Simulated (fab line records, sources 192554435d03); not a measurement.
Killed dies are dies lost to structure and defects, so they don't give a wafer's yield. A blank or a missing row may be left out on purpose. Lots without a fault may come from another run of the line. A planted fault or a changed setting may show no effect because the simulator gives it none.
Split-lot experiment | flow n5_finfet | 7 lots, 21 wafers read, on a route of 1938 steps

THE SPLIT
At N5_MOL_CONTACT_COAG_EXPOSE_05 (exposes mask CA, defocus 0 nm), the setting dose_mj was moved away from the recipe's 38.25 on 9 of the 21 wafers read, by -5.0% to +5.9%. The other wafers ran this setting at the recipe's value.

FROM THE SPLIT TO THE READING: what the file shows between them, 2 steps
- N5_MOL_CONTACT_COAG_PEB_06: peb time 60 s
- N5_MOL_CONTACT_COAG_DEVELOP_07: develop time 30 s

THE READING
cd_nm, in nm, at N5_MOL_CONTACT_COAG_CD_MEAS_08 (target cd 28 nm). Fault-free wafers of this fab line usually give 27.95 nm, standard deviation 0.3 nm.

wafer  | tool, chamber at the split | dose_mj as run | against the recipe | cd_nm, nm | against lot-mates on the recipe
L077.1 | euv_scanner-02, 0          | 40.49          | +5.9%              | 29.19     | +0.98
L077.5 | euv_scanner-02, 0          | 38.25          | recipe             | 27.98     | -
L077.6 | euv_scanner-02, 0          | 38.25          | recipe             | 28.45     | -
L080.1 | euv_scanner-01, 0          | 39.59          | +3.5%              | 28.80     | +0.76
L080.3 | euv_scanner-01, 0          | 38.25          | recipe             | 28.04     | -
L080.6 | euv_scanner-01, 0          | 39.59          | +3.5%              | 28.56     | +0.52
L081.1 | euv_scanner-01, 0          | 40             | +4.6%              | 28.84     | +1.28
L081.2 | euv_scanner-01, 0          | 38.25          | recipe             | 27.56     | -
L081.5 | euv_scanner-01, 0          | 40             | +4.6%              | 28.39     | +0.83
L082.2 | euv_scanner-01, 0          | 39.15          | +2.4%              | 28.59     | +0.59
L082.3 | euv_scanner-01, 0          | 39.15          | +2.4%              | 28.00     | +0.00
L082.4 | euv_scanner-01, 0          | 38.25          | recipe             | 28.00     | -
L086.2 | euv_scanner-01, 0          | 36.35          | -5.0%              | 26.73     | -0.85
L086.5 | euv_scanner-01, 0          | 38.25          | recipe             | 27.58     | -
L086.6 | euv_scanner-01, 0          | 36.35          | -5.0%              | 26.38     | -1.20
L091.3 | euv_scanner-02, 0          | 38.25          | recipe             | 27.71     | -
L091.4 | euv_scanner-02, 0          | 38.25          | recipe             | 27.91     | -
L091.6 | euv_scanner-02, 0          | 38.25          | recipe             | 28.24     | -
L093.2 | euv_scanner-02, 0          | 38.25          | recipe             | 27.69     | -
L093.3 | euv_scanner-02, 0          | 38.25          | recipe             | 27.91     | -
L093.5 | euv_scanner-02, 0          | 38.25          | recipe             | 28.12     | -

THE FIT
A straight line over all 21 wafers: cd_nm changes by +0.22 nm for each +1% of dose_mj; r = +0.91; the points scatter about the line by 0.28 nm.
The same after taking each lot's own level away (the mean of its wafers on the recipe; 21 wafers): +0.197 nm for each +1%; r = +0.93; scatter 0.21 nm.
On that fit, the largest move of dose_mj shifts the reading by 1.2 nm.
The lots' own levels span 27.560 to 28.215 nm, that is 2.2 times the standard deviation above.
So the lot-to-lot level changes the slope: the two fits differ.
Check: with one of the wafers moved furthest among these (+5.9%) left out of the fit, the line predicts +1.18 nm for it against its lot-mates. It came out at +0.975 nm against them.

OTHER SPLITS ON THESE WAFERS
These wafers also went through other splits before the reading. Each is held against what the fit with the lots' levels taken away leaves over:
other split on the same wafers | wafers away from the commonest value | r with cd_nm (lot level and that fit taken away)
N5_DUMMY_GATE_ETCH_37 source_w | 6                                    | -0.09
N5_SD_EPI_N_COAT_33 spin_rpm   | 4                                    | +0.16
N5_SD_EPI_N_DESCUM_14 time_s   | 7                                    | -0.03
N5_SDB_COAT_05 spin_rpm        | 7                                    | +0.14
N5_HKMG_FIN_COAT_66 spin_rpm   | 6                                    | +0.00

THE WHOLE CHAIN: every reading that the file lists as answering this split, in the file's order
step                                | what it does                                                             | reading                                                                        | change (the file's fit)               | r (the file's)
N5_MOL_CONTACT_COAG_CD_MEAS_08      | target cd 28 nm                                                          | cd_nm                                                                          | +0.19 nm for each +1% of the setting  | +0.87
N5_MOL_CONTACT_COAG_ETCH_59         | etches underlayer in N2/H2, target depth 13 nm, time 10.4 s              | MOL_CONTACT_COAG.cd_offset_nm (the simulator's own value, which no gauge read) | +0.232 nm for each +1% of the setting | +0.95
N5_MOL_CONTACT_COAG_ETCH_105        | etches SiARC in CF4, target depth 15.6 nm, time 26 s                     | MOL_CONTACT_COAG.cd_offset_nm (the simulator's own value, which no gauge read) | +0.221 nm for each +1% of the setting | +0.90
N5_MOL_CONTACT_COAG_ETCH_106        | etches SOC in N2/H2, target depth 80 nm, overetch 16 nm, time 120 s      | MOL_CONTACT_COAG.cd_offset_nm (the simulator's own value, which no gauge read) | +0.255 nm for each +1% of the setting | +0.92
N5_MOL_CONTACT_COAG_CONTACT_ETCH_14 | etches SiO2 in C4F6/O2, target depth 27.5 nm, overetch 8.5 nm, time 20 s | MOL_CONTACT_COAG.cd_offset_nm (the simulator's own value, which no gauge read) | +0.245 nm for each +1% of the setting | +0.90

THE FILE'S OWN FIT
cd_nm changes by +0.19 nm for each +1% of dose_mj, r = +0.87.
